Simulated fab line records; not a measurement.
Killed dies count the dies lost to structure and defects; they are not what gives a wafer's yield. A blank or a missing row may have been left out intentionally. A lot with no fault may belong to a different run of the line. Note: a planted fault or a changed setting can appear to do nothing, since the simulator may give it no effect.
fab line records :: flow n5_finfet
record
  lots=4
  wafers=12
  last_day=16
route steps=1938 shown FIN_SAQP@90 BEOL_M4@1111
lots untouched by any fault: they come from a run of this same line in which no faults occurred
start_h: start of the lot's first displayed wafer, in hours after the record's first day :: wait_h: hours elapsed since this lot's preceding step :: " repeats the value in the row above :: L1.1+2: a row that stands for several wafers :: - either no value or no given start :: * or withheld: withheld :: < > ~ a bound
route shown NAME@n: names a module that has steps shown in the file, with the first one's number in the route :: usual: the fault-free wafers' mean and standard deviation :: same: alike in all rows :: chamber/n: place in a boat :: sites: each site's reading :: _std_site: the standard deviation of these :: _edge_site: outer sites' mean less inner sites' :: radius_mm: for every site, how far away it sits from the centre of the wafer :: mask NAME#n: copy n :: behind: the most recent tool/chamber to have shaped the wafer :: hold: what put the lot on hold/how long, in hours/how the hold closed :: device: the n, p or np transistor that did not switch :: end of line: tests of these same wafers at the route's end :: step lacking rows: just its recipe :: killed: the dies lost at the first sort to structure and to defects; this is not the yield of the wafer :: map: shows each die of a wafer: x if killed, . if not, _ if none is there
set.NAME: the setting as run; set.NAME@STEP: as run at that earlier step :: model.NAME: the simulator's own value behind a step, which no gauge read
lots at selected steps of the route; one table per step, one row per wafer
services: from which hour (start_h, from the record's first day; less than 0 if before it) a tool's chamber was out of use, for how many hours, and why
## steps
# step N5_FIN_SAQP_PRECLEAN_42
# recipe
  chemistry=O3/DIW
  time_s=60
  temp_c=22
  o3_ppm=10
# step N5_FIN_SAQP_PRECLEAN_00
# recipe
  chemistry=SC1
  time_s=60
  temp_c=55
  mix=1:2:50
# step N5_FIN_SAQP_PRECLEAN_44
# recipe
  chemistry=SC2
  time_s=45
  temp_c=35
  mix=1:1:50
# step N5_FIN_SAQP_SRD_01
# recipe
  dry=ipa_marangoni
  time_s=30
  temp_c=23
  rinse_liquid=diw
# step N5_FIN_SAQP_ALD_61
# recipe
  material=SiO2
  target_thk_a=40
  temp_c=300
  ald_precursor_family=BDEAS
  ald_co_reactant=O2-plasma
  pulse_time_s=1
  purge_time_s=2
  co_reactant_purge_time_s=2
  ald_cycles=43
  pressure_torr=2
# step N5_FIN_SAQP_DENSIFY_62
# recipe
  temp_c=700
  time_s=60
  ambient=N2
  idle_temp_c=600
  ramp_up_c_per_s=150
  ramp_down_c_per_s=60
  cool_to_c=600
# step N5_FIN_SAQP_HM_DEP_03
# recipe
  material=SiNx
  target_thk_a=380
  temp_c=400
  precursor=SiH4/NH3/N2
  pressure_torr=1.5
  rf_w=300
  time_s=33.6
# step N5_FIN_SAQP_PECVD_47
# recipe
  material=a-Si
  target_thk_a=450
  temp_c=400
  precursor=SiH4/He
  pressure_torr=3
  rf_w=100
  time_s=36.3
# step N5_FIN_SAQP_PECVD_48
# recipe
  material=SiNx
  target_thk_a=250
  temp_c=400
  precursor=SiH4/NH3/N2
  pressure_torr=1.5
  rf_w=300
  time_s=22.1
# step N5_FIN_SAQP_PECVD_06
# recipe
  material=a-Si
  target_thk_a=600
  temp_c=400
  precursor=SiH4/He
  pressure_torr=3
  rf_w=100
  time_s=48.1
# usual
  heater_power_w=844/76
  rf_fwd_power_W=99.3/0.34
  showerhead_plenum_p_Torr=5.703/0.026
  throttle_valve_pct=17.7/0.86
lot.wafer: L615.2
tool: pecvd-04
chamber: 1
start_h: 76.19
wait_h: 0.0
heater_power_w: 917
rf_fwd_power_W: 99.1
showerhead_plenum_p_Torr: 5.681
throttle_valve_pct: 16.4
model.a-Si_of_FIN_SAQP_PECVD_06.thk_nm: 58.76

lot.wafer: L615.3
tool: pecvd-04
chamber: 0
start_h: 76.19
wait_h: 0.0
heater_power_w: 923
rf_fwd_power_W: 98.9
showerhead_plenum_p_Torr: 5.733
throttle_valve_pct: 17.3
model.a-Si_of_FIN_SAQP_PECVD_06.thk_nm: 59.91

lot.wafer: L615.6
tool: pecvd-04
chamber: 0
start_h: 76.19
wait_h: 0.0
heater_power_w: 918
rf_fwd_power_W: 99.0
showerhead_plenum_p_Torr: 5.738
throttle_valve_pct: 17.4
model.a-Si_of_FIN_SAQP_PECVD_06.thk_nm: 59.85

lot.wafer: L618.2
tool: pecvd-04
chamber: 0
start_h: 93.99
wait_h: 0.0
heater_power_w: 930
rf_fwd_power_W: 99.6
showerhead_plenum_p_Torr: 5.749
throttle_valve_pct: 17.5
model.a-Si_of_FIN_SAQP_PECVD_06.thk_nm: 58.58

lot.wafer: L618.3
tool: pecvd-04
chamber: 1
start_h: 93.99
wait_h: 0.0
heater_power_w: 879
rf_fwd_power_W: 99.2
showerhead_plenum_p_Torr: 5.674
throttle_valve_pct: 16.4
model.a-Si_of_FIN_SAQP_PECVD_06.thk_nm: 59.78

lot.wafer: L618.4
tool: pecvd-04
chamber: 2
start_h: 93.99
wait_h: 0.0
heater_power_w: 784
rf_fwd_power_W: 99.2
showerhead_plenum_p_Torr: 5.696
throttle_valve_pct: 18.8
model.a-Si_of_FIN_SAQP_PECVD_06.thk_nm: 80.19

lot.wafer: L623.4
tool: pecvd-04
chamber: 0
start_h: 124.09
wait_h: 0.0
heater_power_w: 911
rf_fwd_power_W: 99.7
showerhead_plenum_p_Torr: 5.738
throttle_valve_pct: 17.7
model.a-Si_of_FIN_SAQP_PECVD_06.thk_nm: 80.67

lot.wafer: L623.5
tool: pecvd-04
chamber: 1
start_h: 124.09
wait_h: 0.0
heater_power_w: 852
rf_fwd_power_W: 99.9
showerhead_plenum_p_Torr: 5.681
throttle_valve_pct: 16.5
model.a-Si_of_FIN_SAQP_PECVD_06.thk_nm: 60.35

lot.wafer: L623.6
tool: pecvd-04
chamber: 2
start_h: 124.09
wait_h: 0.0
heater_power_w: 726
rf_fwd_power_W: 98.9
showerhead_plenum_p_Torr: 5.692
throttle_valve_pct: 18.9
model.a-Si_of_FIN_SAQP_PECVD_06.thk_nm: 60.72

lot.wafer: L624.1
tool: pecvd-01
chamber: 1
start_h: 131.35
wait_h: 0.0
heater_power_w: 770
rf_fwd_power_W: 99.1
showerhead_plenum_p_Torr: 5.683
throttle_valve_pct: 18.0
model.a-Si_of_FIN_SAQP_PECVD_06.thk_nm: 60.5

lot.wafer: L624.3
tool: pecvd-01
chamber: 2
start_h: 131.35
wait_h: 0.0
heater_power_w: 870
rf_fwd_power_W: 99.6
showerhead_plenum_p_Torr: 5.666
throttle_valve_pct: 17.4
model.a-Si_of_FIN_SAQP_PECVD_06.thk_nm: 60.47

lot.wafer: L624.6
tool: pecvd-01
chamber: 1
start_h: 131.35
wait_h: 0.0
heater_power_w: 763
rf_fwd_power_W: 99.0
showerhead_plenum_p_Torr: 5.675
throttle_valve_pct: 18.1
model.a-Si_of_FIN_SAQP_PECVD_06.thk_nm: 60.99
# step N5_FIN_SAQP_THK_MEAS_07
# usual
  thk_nm=60.2/0.81
lot.wafer: L615.2
tool: film_metro-02
chamber: -
start_h: 76.31
wait_h: 0.1
thk_nm: 58.7

lot.wafer: L615.3
tool: film_metro-02
chamber: -
start_h: 76.31
wait_h: 0.1
thk_nm: 59.9

lot.wafer: L615.6
tool: film_metro-02
chamber: -
start_h: 76.31
wait_h: 0.1
thk_nm: 59.9

lot.wafer: L618.2
tool: film_metro-01
chamber: -
start_h: 94.07
wait_h: 0.1
thk_nm: 58.6

lot.wafer: L618.3
tool: film_metro-01
chamber: -
start_h: 94.07
wait_h: 0.1
thk_nm: 59.8

lot.wafer: L618.4
tool: film_metro-01
chamber: -
start_h: 94.07
wait_h: 0.1
thk_nm: 80.2

lot.wafer: L623.4
tool: film_metro-01
chamber: -
start_h: 124.15
wait_h: 0.0
thk_nm: 80.6

lot.wafer: L623.5
tool: film_metro-01
chamber: -
start_h: 124.15
wait_h: 0.0
thk_nm: 60.4

lot.wafer: L623.6
tool: film_metro-01
chamber: -
start_h: 124.15
wait_h: 0.0
thk_nm: 60.7

lot.wafer: L624.1
tool: film_metro-01
chamber: -
start_h: 131.44
wait_h: 0.1
thk_nm: 60.4

lot.wafer: L624.3
tool: film_metro-01
chamber: -
start_h: 131.44
wait_h: 0.1
thk_nm: 60.4

lot.wafer: L624.6
tool: film_metro-01
chamber: -
start_h: 131.44
wait_h: 0.1
thk_nm: 61.0
# step N5_FIN_SAQP_HM_DEP_72
# recipe
  material=SiO2
  target_thk_a=120
  temp_c=400
  precursor=SiH4/N2O
  pressure_torr=0.75
  rf_w=275
  time_s=7.2
# step N5_FIN_SAQP_COAT_49
# recipe
  resist=SOC
  temp_c=250
  time_s=60
  spin_rpm=1500
  resist_thk_nm=100
# step N5_FIN_SAQP_COAT_50
# recipe
  resist=SiARC
  temp_c=220
  time_s=60
  spin_rpm=1500
  resist_thk_nm=35
# step N5_FIN_SAQP_COAT_10
# recipe
  resist=CAR-ArF
  spin_rpm=1500
  resist_thk_nm=90
# step N5_FIN_SAQP_EBR_12
# recipe
  solvent=PGMEA
  ebr_width_mm=1.5
# step N5_FIN_SAQP_SOFTBAKE_11
# recipe
  temp_c=110
  time_s=60
  resist=CAR-ArF
# step N5_FIN_SAQP_EXPOSE_13
# recipe
  mask_id=FIN_CORE
  na=1.35
  source_shape=dipole
  sigma_inner=0.538
  sigma_outer=0.738
  polarization=te
  target_cd_nm=35.6
  dose_mj=63.25
# step N5_FIN_SAQP_PEB_14
# recipe
  peb_temp_c=withheld
  peb_time_s=60
  resist=CAR-ArF
# step N5_FIN_SAQP_DEVELOP_15
# recipe
  develop_time_s=30
  developer=TMAH
  resist=CAR-ArF
  dev_temp_c=23
  rinse_liquid=diw
  dry=air_spin
# step N5_FIN_SAQP_DESCUM_21
# recipe
  chemistry=O2
  time_s=7.9
  source_power_w=50
  bias_power_w=20
  pressure_mtorr=20
  rf_frequency_hz=2.712e+07
  temp_c=40
  resist=CAR-ArF
  o2_flow_sccm=225
# step N5_FIN_SAQP_ETCH_51
# recipe
  chemistry=CF4
  target=SiARC
  target_depth_a=455
  mask_material=CAR-ArF
  time_s=75.8
  ion_energy_ev=80
  pressure_mtorr=40
  source_w=545
  bias_w=36
  Ar_flow_sccm=100
  cf4_flow_sccm=100
  ends=cleared
# step N5_FIN_SAQP_ETCH_52
# recipe
  chemistry=N2/H2
  target=SOC
  target_depth_a=1000
  overetch_a=200
  mask_material=SiARC
  temp_c=40
  time_s=150
  ion_energy_ev=200
  pressure_mtorr=30
  source_w=840
  bias_w=150
  n2_flow_sccm=200
  h2_flow_sccm=200
  ends=end_point
# step N5_FIN_SAQP_STRIP_53
# recipe
  chemistry=N2/H2
  temp_c=40
  n2_flow_sccm=200
  h2_flow_sccm=200
  rf_frequency_hz=6e+07
# step N5_FIN_SAQP_HM_OPEN_73
# recipe
  chemistry=CHF3/O2
  target=SiO2
  stop_on=a-Si
  target_depth_a=120
  over_etch_frac=1.8
  mask_material=SOC
  time_s=16.8
  pressure_mtorr=30
  source_w=650
  bias_w=170
  Ar_flow_sccm=200
  CHF3_flow_sccm=50
  O2_flow_sccm=5
  ion_energy_ev=200
  ends=end_point
# step N5_FIN_SAQP_STRIP_74
# recipe
  chemistry=CHF3/O2
  resist=SiARC
  rf_frequency_hz=6e+07
# step N5_FIN_SAQP_MANDREL_ETCH_22
# recipe
  target_depth_a=600
  chemistry=HBr/Cl2
  target=a-Si
  stop_on=SiNx
  bt_time_s=10
  over_etch_frac=0.5
  time_s=30
  pressure_mtorr=10
  icp_w=800
  bias_w=75
  HBr_flow_sccm=150
  Cl2_flow_sccm=80
  ends=end_point
# usual
  drypump_motor_current_A=5.8/0.52
  he_backside_leak_sccm=2.69/0.27
  oes_product_au=0.768/0.015
  rf_fwd_power_W=795.4/2.7
  throttle_valve_pct=35.26/0.18
lot.wafer: L615.2
tool: rie_si-05
chamber: 3
start_h: 77.19
wait_h: 0.0
drypump_motor_current_A: 6.4
he_backside_leak_sccm: 2.46
oes_product_au: 0.773
rf_fwd_power_W: 792.0
rf_hours_counter_h: 107
throttle_valve_pct: 35.18
model.etch.depth_nm: 58.76

lot.wafer: L615.3
tool: rie_si-05
chamber: 0
start_h: 77.19
wait_h: 0.0
drypump_motor_current_A: 5.0
he_backside_leak_sccm: 2.91
oes_product_au: 0.795
rf_fwd_power_W: 794.6
rf_hours_counter_h: 116
throttle_valve_pct: 35.35
model.etch.depth_nm: 59.91

lot.wafer: L615.6
tool: rie_si-05
chamber: 1
start_h: 77.19
wait_h: 0.0
drypump_motor_current_A: 6.1
he_backside_leak_sccm: 3.16
oes_product_au: 0.760
rf_fwd_power_W: 795.7
rf_hours_counter_h: -
throttle_valve_pct: 35.48
model.etch.depth_nm: 59.85

lot.wafer: L618.2
tool: rie_si-05
chamber: 3
start_h: 94.94
wait_h: 0.0
drypump_motor_current_A: 6.5
he_backside_leak_sccm: 2.41
oes_product_au: 0.767
rf_fwd_power_W: 793.9
rf_hours_counter_h: 108
throttle_valve_pct: 35.19
model.etch.depth_nm: 58.58

lot.wafer: L618.3
tool: rie_si-05
chamber: 2
start_h: 94.94
wait_h: 0.0
drypump_motor_current_A: 5.7
he_backside_leak_sccm: 2.44
oes_product_au: 0.753
rf_fwd_power_W: 793.9
rf_hours_counter_h: 1
throttle_valve_pct: 35.37
model.etch.depth_nm: 59.78

lot.wafer: L618.4
tool: rie_si-05
chamber: 0
start_h: 94.94
wait_h: 0.0
drypump_motor_current_A: 5.0
he_backside_leak_sccm: 2.74
oes_product_au: 0.942
rf_fwd_power_W: 796.8
rf_hours_counter_h: 116
throttle_valve_pct: 35.00
model.etch.depth_nm: 80.19

lot.wafer: L623.4
tool: rie_si-06
chamber: 0
start_h: 125.09
wait_h: 0.0
drypump_motor_current_A: 6.0
he_backside_leak_sccm: 2.49
oes_product_au: 0.909
rf_fwd_power_W: 795.2
rf_hours_counter_h: 155
throttle_valve_pct: 35.24
model.etch.depth_nm: 80.67

lot.wafer: L623.5
tool: rie_si-06
chamber: 0
start_h: 125.09
wait_h: 0.0
drypump_motor_current_A: 6.0
he_backside_leak_sccm: 2.48
oes_product_au: 0.755
rf_fwd_power_W: 795.4
rf_hours_counter_h: -
throttle_valve_pct: 35.57
model.etch.depth_nm: 60.35

lot.wafer: L623.6
tool: rie_si-06
chamber: 3
start_h: 125.09
wait_h: 0.0
drypump_motor_current_A: 5.9
he_backside_leak_sccm: 2.61
oes_product_au: 0.764
rf_fwd_power_W: 795.9
rf_hours_counter_h: -
throttle_valve_pct: 35.24
model.etch.depth_nm: 60.72

lot.wafer: L624.1
tool: rie_si-03
chamber: 1
start_h: 132.27
wait_h: 0.0
drypump_motor_current_A: 5.6
he_backside_leak_sccm: 2.62
oes_product_au: 0.780
rf_fwd_power_W: 793.3
rf_hours_counter_h: 149
throttle_valve_pct: 35.21
model.etch.depth_nm: 60.49

lot.wafer: L624.3
tool: rie_si-03
chamber: 3
start_h: 132.27
wait_h: 0.0
drypump_motor_current_A: 5.7
he_backside_leak_sccm: 3.02
oes_product_au: 0.794
rf_fwd_power_W: 796.1
rf_hours_counter_h: 132
throttle_valve_pct: 35.23
model.etch.depth_nm: 60.47

lot.wafer: L624.6
tool: rie_si-03
chamber: 3
start_h: 132.27
wait_h: 0.0
drypump_motor_current_A: 5.7
he_backside_leak_sccm: 2.91
oes_product_au: 0.795
rf_fwd_power_W: 794.2
rf_hours_counter_h: -
throttle_valve_pct: 35.22
model.etch.depth_nm: 60.99
# step N5_FIN_SAQP_STRIP_55
# recipe
  chemistry=N2/H2
  power_w=500
  temp_c=40
  pressure_mtorr=50
  rf_frequency_hz=6e+07
  overash_fraction=0.3
  bias_power_w=28
  h2_frac=0.5
  n2_flow_sccm=300
  h2_flow_sccm=300
# step N5_FIN_SAQP_STRIP_23
# recipe
  chemistry=SPM
  time_s=750
  temp_c=130
  h2so4_h2o2_vol_ratio=4
# step N5_FIN_SAQP_SRD_66
# recipe
  dry=ipa_marangoni
  time_s=30
  temp_c=23
  rinse_liquid=diw
# step N5_FIN_SAQP_RECESS_75
# recipe
  chemistry=HF/NH3
  target=SiO2
  target_depth_a=144
  afs_cycles=3
  temp_c=30
  sublimation_temp_c=180
  sublimation_time_s=60
# step N5_FIN_SAQP_SPACER1_ALD_24
# recipe
  material=SiO2
  target_thk_a=203
  temp_c=300
  ald_precursor_family=BDEAS
  ald_co_reactant=O2-plasma
  pulse_time_s=1
  purge_time_s=2
  co_reactant_purge_time_s=2
  ald_cycles=218
  pressure_torr=2
# step N5_FIN_SAQP_SPACER1_ETCHBACK_25
# recipe
  chemistry=CHF3/O2
  mode=anisotropic_etchback
  target=SiO2
  target_depth_a=244
  time_s=12.2
  pressure_mtorr=30
  source_w=650
  bias_w=170
  Ar_flow_sccm=200
  CHF3_flow_sccm=50
  O2_flow_sccm=5
  ion_energy_ev=200
# usual
  drypump_motor_current_A=5.8/0.4
  oes_product_au=0.78/0.091
  rf_fwd_power_W=646.4/2
  rf_vpp_V=526/5.2
  showerhead_plenum_p_Torr=2.42/0.086
  throttle_valve_pct=18.80/0.22
lot.wafer: L615.2
tool: rie_diel-05
chamber: 0
start_h: 79.47
wait_h: 0.5
drypump_motor_current_A: 5.1
oes_product_au: 0.71
rf_fwd_power_W: 646.4
rf_hours_counter_h: 238
rf_vpp_V: 516
showerhead_plenum_p_Torr: 2.28
throttle_valve_pct: 19.22
model.a-Si_of_FIN_SAQP_PECVD_06.thk_nm: 57.8

lot.wafer: L615.3
tool: rie_diel-05
chamber: 1
start_h: 79.47
wait_h: 0.5
drypump_motor_current_A: 5.6
oes_product_au: 0.79
rf_fwd_power_W: 645.7
rf_hours_counter_h: 96
rf_vpp_V: 532
showerhead_plenum_p_Torr: 2.53
throttle_valve_pct: 18.63
model.a-Si_of_FIN_SAQP_PECVD_06.thk_nm: 59

lot.wafer: L615.6
tool: rie_diel-05
chamber: 1
start_h: 79.47
wait_h: 0.5
drypump_motor_current_A: 5.6
oes_product_au: 0.79
rf_fwd_power_W: 647.2
rf_hours_counter_h: -
rf_vpp_V: 532
showerhead_plenum_p_Torr: 2.53
throttle_valve_pct: 18.63
model.a-Si_of_FIN_SAQP_PECVD_06.thk_nm: 59

lot.wafer: L618.2
tool: rie_diel-06
chamber: 2
start_h: 96.92
wait_h: 0.4
drypump_motor_current_A: 5.6
oes_product_au: 0.80
rf_fwd_power_W: 649.7
rf_hours_counter_h: 124
rf_vpp_V: 521
showerhead_plenum_p_Torr: 2.32
throttle_valve_pct: 18.87
model.a-Si_of_FIN_SAQP_PECVD_06.thk_nm: 57.6

lot.wafer: L618.3
tool: rie_diel-06
chamber: 1
start_h: 96.92
wait_h: 0.4
drypump_motor_current_A: 6.4
oes_product_au: 0.90
rf_fwd_power_W: 645.8
rf_hours_counter_h: 37
rf_vpp_V: 525
showerhead_plenum_p_Torr: 2.55
throttle_valve_pct: 18.73
model.a-Si_of_FIN_SAQP_PECVD_06.thk_nm: 58.8

lot.wafer: L618.4
tool: rie_diel-06
chamber: 1
start_h: 96.92
wait_h: 0.4
drypump_motor_current_A: 6.4
oes_product_au: 0.90
rf_fwd_power_W: 647.9
rf_hours_counter_h: -
rf_vpp_V: 526
showerhead_plenum_p_Torr: 2.55
throttle_valve_pct: 18.72
model.a-Si_of_FIN_SAQP_PECVD_06.thk_nm: 79.2

lot.wafer: L623.4
tool: rie_diel-04
chamber: 0
start_h: 126.62
wait_h: 0.4
drypump_motor_current_A: 5.4
oes_product_au: 0.90
rf_fwd_power_W: 647.4
rf_hours_counter_h: 32
rf_vpp_V: 538
showerhead_plenum_p_Torr: 2.46
throttle_valve_pct: 18.78
model.a-Si_of_FIN_SAQP_PECVD_06.thk_nm: 79.8

lot.wafer: L623.5
tool: rie_diel-04
chamber: 2
start_h: 126.62
wait_h: 0.4
drypump_motor_current_A: 5.9
oes_product_au: 0.83
rf_fwd_power_W: 647.7
rf_hours_counter_h: -
rf_vpp_V: 528
showerhead_plenum_p_Torr: 2.44
throttle_valve_pct: 19.03
model.a-Si_of_FIN_SAQP_PECVD_06.thk_nm: 59.4

lot.wafer: L623.6
tool: rie_diel-04
chamber: 3
start_h: 126.62
wait_h: 0.4
drypump_motor_current_A: 5.6
oes_product_au: 0.69
rf_fwd_power_W: 647.8
rf_hours_counter_h: -
rf_vpp_V: 527
showerhead_plenum_p_Torr: 2.47
throttle_valve_pct: 18.90
model.a-Si_of_FIN_SAQP_PECVD_06.thk_nm: 59.8

lot.wafer: L624.1
tool: rie_diel-05
chamber: 3
start_h: 134.01
wait_h: 0.6
drypump_motor_current_A: 5.9
oes_product_au: 0.67
rf_fwd_power_W: 647.5
rf_hours_counter_h: 226
rf_vpp_V: 526
showerhead_plenum_p_Torr: 2.38
throttle_valve_pct: 19.04
model.a-Si_of_FIN_SAQP_PECVD_06.thk_nm: 59.6

lot.wafer: L624.3
tool: rie_diel-05
chamber: 3
start_h: 134.01
wait_h: 0.6
drypump_motor_current_A: 5.9
oes_product_au: 0.67
rf_fwd_power_W: 645.9
rf_hours_counter_h: -
rf_vpp_V: 528
showerhead_plenum_p_Torr: 2.38
throttle_valve_pct: 19.04
model.a-Si_of_FIN_SAQP_PECVD_06.thk_nm: 59.6

lot.wafer: L624.6
tool: rie_diel-05
chamber: 1
start_h: 134.01
wait_h: 0.6
drypump_motor_current_A: 5.6
oes_product_au: 0.76
rf_fwd_power_W: 646.5
rf_hours_counter_h: -
rf_vpp_V: 532
showerhead_plenum_p_Torr: 2.52
throttle_valve_pct: 18.66
model.a-Si_of_FIN_SAQP_PECVD_06.thk_nm: 60
# step N5_FIN_SAQP_MANDREL1_REMOVE_56
# recipe
  chemistry=HBr/Cl2/O2
  bt_time_s=10
  target=a-Si
  stop_on=SiNx
  endpoint=OES-SiCl
  over_etch_frac=1
  icp_w=600
  bias_w=22
  HBr_flow_sccm=150
  Cl2_flow_sccm=80
  O2_flow_sccm=5
  pressure_mtorr=10
# step N5_BEOL_M4_RC_MEAS_101
# usual
  DIBL_N=36.3/1.4
  DIBL_P=36.2/1.5
  IOFF_N=0.160/0.021
  IOFF_P=0.211/0.027
  ION_N=676/7.7
  ION_P=463/5.5
  SS_N=71.4/0.57
  SS_P=73.3/0.58
  VT_N=249.3/2.5
  VT_P=-250.1/2.6
lot.wafer: L615.2
tool: prober-02
chamber: 0
start_h: 222.65
wait_h: 0.2
DIBL_N[mV/V]: 35.9
DIBL_P[mV/V]: 37.5
IOFF_N[nA/um]: 0.178
IOFF_P[nA/um]: 0.216
ION_N[uA/um]: 682
ION_P[uA/um]: 462
SS_N[mV/dec]: 72.0
SS_P[mV/dec]: 73.2
VT_N[mV]: 248.8
VT_P[mV]: -251.3

lot.wafer: L615.3
tool: prober-02
chamber: 0
start_h: 222.65
wait_h: 0.2
DIBL_N[mV/V]: 32.5
DIBL_P[mV/V]: 33.6
IOFF_N[nA/um]: 0.121
IOFF_P[nA/um]: 0.160
ION_N[uA/um]: 666
ION_P[uA/um]: 462
SS_N[mV/dec]: 71.4
SS_P[mV/dec]: 72.9
VT_N[mV]: 252.5
VT_P[mV]: -254.5

lot.wafer: L615.6
tool: prober-02
chamber: 0
start_h: 222.65
wait_h: 0.2
DIBL_N[mV/V]: 35.2
DIBL_P[mV/V]: 36.8
IOFF_N[nA/um]: 0.167
IOFF_P[nA/um]: 0.211
ION_N[uA/um]: 681
ION_P[uA/um]: 464
SS_N[mV/dec]: 71.8
SS_P[mV/dec]: 74.0
VT_N[mV]: 249.3
VT_P[mV]: -249.6

lot.wafer: L618.2
tool: prober-02
chamber: 0
start_h: 246.48
wait_h: 0.2
DIBL_N[mV/V]: 38.0
DIBL_P[mV/V]: 38.1
IOFF_N[nA/um]: 0.180
IOFF_P[nA/um]: 0.211
ION_N[uA/um]: 676
ION_P[uA/um]: 457
SS_N[mV/dec]: 72.7
SS_P[mV/dec]: 74.4
VT_N[mV]: 248.9
VT_P[mV]: -254.4

lot.wafer: L618.3
tool: prober-02
chamber: 0
start_h: 246.48
wait_h: 0.2
DIBL_N[mV/V]: 35.2
DIBL_P[mV/V]: 35.3
IOFF_N[nA/um]: 0.134
IOFF_P[nA/um]: 0.168
ION_N[uA/um]: 681
ION_P[uA/um]: 459
SS_N[mV/dec]: 71.3
SS_P[mV/dec]: 73.3
VT_N[mV]: 253.5
VT_P[mV]: -254.0

lot.wafer: L618.4
tool: prober-02
chamber: 0
start_h: 246.48
wait_h: 0.2
DIBL_N[mV/V]: 37.7
DIBL_P[mV/V]: 38.0
IOFF_N[nA/um]: 0.182
IOFF_P[nA/um]: 0.196
ION_N[uA/um]: 674
ION_P[uA/um]: 452
SS_N[mV/dec]: 72.8
SS_P[mV/dec]: 74.0
VT_N[mV]: 251.3
VT_P[mV]: -253.5

lot.wafer: L623.4
tool: prober-02
chamber: 0
start_h: 266.12
wait_h: 0.5
DIBL_N[mV/V]: 35.7
DIBL_P[mV/V]: 34.3
IOFF_N[nA/um]: 0.151
IOFF_P[nA/um]: 0.187
ION_N[uA/um]: 678
ION_P[uA/um]: 461
SS_N[mV/dec]: 71.4
SS_P[mV/dec]: 73.4
VT_N[mV]: 248.5
VT_P[mV]: -252.5

lot.wafer: L623.5
tool: prober-02
chamber: 0
start_h: 266.12
wait_h: 0.5
DIBL_N[mV/V]: 36.9
DIBL_P[mV/V]: 36.2
IOFF_N[nA/um]: 0.186
IOFF_P[nA/um]: 0.221
ION_N[uA/um]: 687
ION_P[uA/um]: 465
SS_N[mV/dec]: 71.2
SS_P[mV/dec]: 73.2
VT_N[mV]: 245.8
VT_P[mV]: -249.5

lot.wafer: L623.6
tool: prober-02
chamber: 0
start_h: 266.12
wait_h: 0.5
DIBL_N[mV/V]: 35.0
DIBL_P[mV/V]: 33.3
IOFF_N[nA/um]: 0.149
IOFF_P[nA/um]: 0.179
ION_N[uA/um]: 677
ION_P[uA/um]: 460
SS_N[mV/dec]: 70.6
SS_P[mV/dec]: 72.4
VT_N[mV]: 249.8
VT_P[mV]: -250.6

lot.wafer: L624.1
tool: prober-02
chamber: 0
start_h: 283.45
wait_h: 0.0
DIBL_N[mV/V]: 36.4
DIBL_P[mV/V]: 35.3
IOFF_N[nA/um]: 0.161
IOFF_P[nA/um]: 0.211
ION_N[uA/um]: 683
ION_P[uA/um]: 469
SS_N[mV/dec]: 70.4
SS_P[mV/dec]: 72.6
VT_N[mV]: 246.2
VT_P[mV]: -251.2

lot.wafer: L624.3
tool: prober-02
chamber: 0
start_h: 283.45
wait_h: 0.0
DIBL_N[mV/V]: 37.1
DIBL_P[mV/V]: 35.9
IOFF_N[nA/um]: 0.173
IOFF_P[nA/um]: 0.216
ION_N[uA/um]: 679
ION_P[uA/um]: 462
SS_N[mV/dec]: 71.5
SS_P[mV/dec]: 73.4
VT_N[mV]: 247.0
VT_P[mV]: -248.9

lot.wafer: L624.6
tool: prober-02
chamber: 0
start_h: 283.45
wait_h: 0.0
DIBL_N[mV/V]: 36.0
DIBL_P[mV/V]: 35.6
IOFF_N[nA/um]: 0.173
IOFF_P[nA/um]: 0.221
ION_N[uA/um]: 689
ION_P[uA/um]: 472
SS_N[mV/dec]: 71.1
SS_P[mV/dec]: 73.3
VT_N[mV]: 244.2
VT_P[mV]: -249.5
## services
tool: pecvd-04
chamber: 1
start_h: 70.90
hours: 2.1
kind: scheduled_down

tool: pecvd-04
chamber: 2
start_h: 74.98
hours: 3.1
kind: repair

tool: rie_diel-04
chamber: 1
start_h: 104.02
hours: 9.3
kind: repair

tool: rie_diel-05
chamber: 2
start_h: 104.20
hours: -
kind: clean

tool: rie_diel-05
chamber: 2
start_h: 104.20
hours: -
kind: consumable_replace:focus_ring

tool: rie_diel-05
chamber: 2
start_h: 104.20
hours: 12.5
kind: scheduled_down

tool: rie_diel-05
chamber: 2
start_h: 104.20
hours: 12.5
kind: vent_cycle

tool: rie_si-03
chamber: 1
start_h: 105.05
hours: 1.8
kind: repair

tool: rie_diel-05
chamber: 0
start_h: 116.69
hours: -
kind: clean

tool: rie_diel-05
chamber: 0
start_h: 116.69
hours: -
kind: consumable_replace:focus_ring

tool: rie_diel-05
chamber: 0
start_h: 116.69
hours: -
kind: consumable_replace:showerhead

tool: rie_diel-05
chamber: 0
start_h: 116.69
hours: 19.2
kind: scheduled_down

tool: rie_diel-05
chamber: 0
start_h: 116.69
hours: 19.2
kind: vent_cycle

tool: pecvd-04
chamber: -
start_h: 121.24
hours: 0.4
kind: repair

tool: rie_diel-05
chamber: 2
start_h: 132.80
hours: 6.0
kind: repair
## key
first_sign
  step=N5_FIN_SAQP_THK_MEAS_07
  reading=thk_nm
  direction=up
  sigmas=25
  usual=*
  struck=*
effect
  step=N5_FIN_SAQP_MANDREL_ETCH_22
  reading=oes_product_au
  direction=up
  sigmas=10
  usual=0.768
  struck=0.925
model_effect
  step=N5_FIN_SAQP_PECVD_06
  value=a-Si_of_FIN_SAQP_PECVD_06.thk_nm
  without=60
  struck=80.43
model_effect
  step=N5_FIN_SAQP_MANDREL_ETCH_22
  value=etch.depth_nm
  without=60
  struck=80.43
model_effect
  step=N5_FIN_SAQP_SPACER1_ETCHBACK_25
  value=a-Si_of_FIN_SAQP_PECVD_06.thk_nm
  without=59.1
  struck=79.5
met_at N5_FIN_SAQP_PECVD_06
struck_wafers L618.4,L623.4
onset_between 76.19 93.99
fault
  kind=process_parameter_drift
  tool=pecvd-04
  chamber=-
  onset_h=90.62
  steps=N5_FIN_SAQP_PECVD_06
  channel=time_s
  offset=*
  shape=step
  end_h=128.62
  scope=struck_wafers_only
  acts_in=*
  stated=*
